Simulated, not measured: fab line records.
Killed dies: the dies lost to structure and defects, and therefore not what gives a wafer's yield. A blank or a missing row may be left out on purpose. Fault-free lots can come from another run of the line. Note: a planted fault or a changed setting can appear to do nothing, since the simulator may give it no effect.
Chamber matching :: flow nand_harc :: NHARC_P_BONDPAD_CMP_19 on cmp-04 has 4 sister chambers
The step polishes, t overpolish 30 s, cu recess touch 16 s, target thk 160.81 nm. 4 wafers are shown with their chamber, then 8 later ones without.

== WAFERS PAIRED WITH THEIR CHAMBERS ==
wafer: L085.5
chamber: 2
motor_current_A (A): 13.7

wafer: L088.3
chamber: 1
motor_current_A (A): 14.2

wafer: L088.6
chamber: 3
motor_current_A (A): 11.8

wafer: L090.2
chamber: 0
motor_current_A (A): 11.5

== WAFERS WITHOUT THEIR CHAMBER ==
wafer: L090.3
motor_current_A (A): 13.3

wafer: L090.4
motor_current_A (A): 11.6

wafer: L093.2
motor_current_A (A): 11.2

wafer: L093.4
motor_current_A (A): 14.4

wafer: L093.5
motor_current_A (A): 13.2

wafer: L095.3
motor_current_A (A): 14.1

wafer: L095.5
motor_current_A (A): 11.5

wafer: L095.6
motor_current_A (A): 11.9

== CHAMBER TAKEN BY EACH ==
wafer: L090.3
from the rows above: can't be placed: 2 or 1
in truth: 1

wafer: L090.4
from the rows above: can't be placed: 0 or 3
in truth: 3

wafer: L093.2
from the rows above: can't be placed: 0 or 3
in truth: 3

wafer: L093.4
from the rows above: can't be placed: 1 or 2
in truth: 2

wafer: L093.5
from the rows above: can't be placed: 2 or 1
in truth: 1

wafer: L095.3
from the rows above: can't be placed: 1 or 2
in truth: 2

wafer: L095.5
from the rows above: can't be placed: 0 or 3
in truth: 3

wafer: L095.6
from the rows above: can't be placed: 3 or 0
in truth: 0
Correct placement for 0 of the 8. From these rows, 8 cannot be placed; in 8 the true chamber is one of the candidates. Number placed wrongly: 0.
How it was worked out, from the rows above alone: a wafer's distance from a chamber is the root of the sum, over the readings, of the square of ((its reading less the chamber's mean) divided by the reading's scatter). If the next closest chamber is less than 2 further off than the closest, the wafer can't be placed; otherwise it belongs to the closest. Each chamber's mean is taken over the wafers shown for it. The scatter: with one shown wafer a chamber, the root of the mean of the squares of how far each hidden wafer lies from its nearest shown one.
